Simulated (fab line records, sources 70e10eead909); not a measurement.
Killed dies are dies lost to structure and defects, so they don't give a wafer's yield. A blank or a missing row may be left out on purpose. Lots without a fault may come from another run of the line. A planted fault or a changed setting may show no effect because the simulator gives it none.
Chamber matching | flow nand_harc | NHARC_A_STAIRCASE_DESCUM_168 on rie_diel-10: 4 sister chambers
The step chemistry O2, time 3 s. 4 wafers are shown with their chamber, then 7 later ones without.

WAFERS WITH THEIR CHAMBER
wafer  | chamber | drypump_motor_current_A (A)
L077.4 | 2       | 5.1
L086.6 | 0       | 5.2
L087.2 | 1       | 6.0
L087.3 | 3       | 5.5

WAFERS WITHOUT THEIR CHAMBER
wafer  | drypump_motor_current_A (A)
L087.5 | 6.0
L092.2 | 5.1
L092.3 | 6.0
L092.4 | 5.2
L093.4 | 5.0
L093.5 | 6.0
L093.6 | 5.2

WHICH CHAMBER EACH WENT THROUGH
wafer  | from the rows above | in truth
L087.5 | 1                   | 1
L092.2 | 2                   | 2
L092.3 | 1                   | 1
L092.4 | 0                   | 0
L093.4 | 2                   | 2
L093.5 | 1                   | 1
L093.6 | 0                   | 0
Placed correctly: 7 of 7. Can't be placed from these rows: 0. Placed wrongly: 0.
How it was worked out, from the rows above alone: a wafer's distance from a chamber is the root of the sum, over the readings, of the square of ((its reading less the chamber's mean) divided by the reading's scatter). The wafer belongs to the nearest chamber; if the next one is less than 2 further off, it can't be placed. A chamber's mean is the mean of its shown wafers. The scatter: with one shown wafer a chamber, the root of the mean of the squares of how far each hidden wafer lies from its nearest shown one.
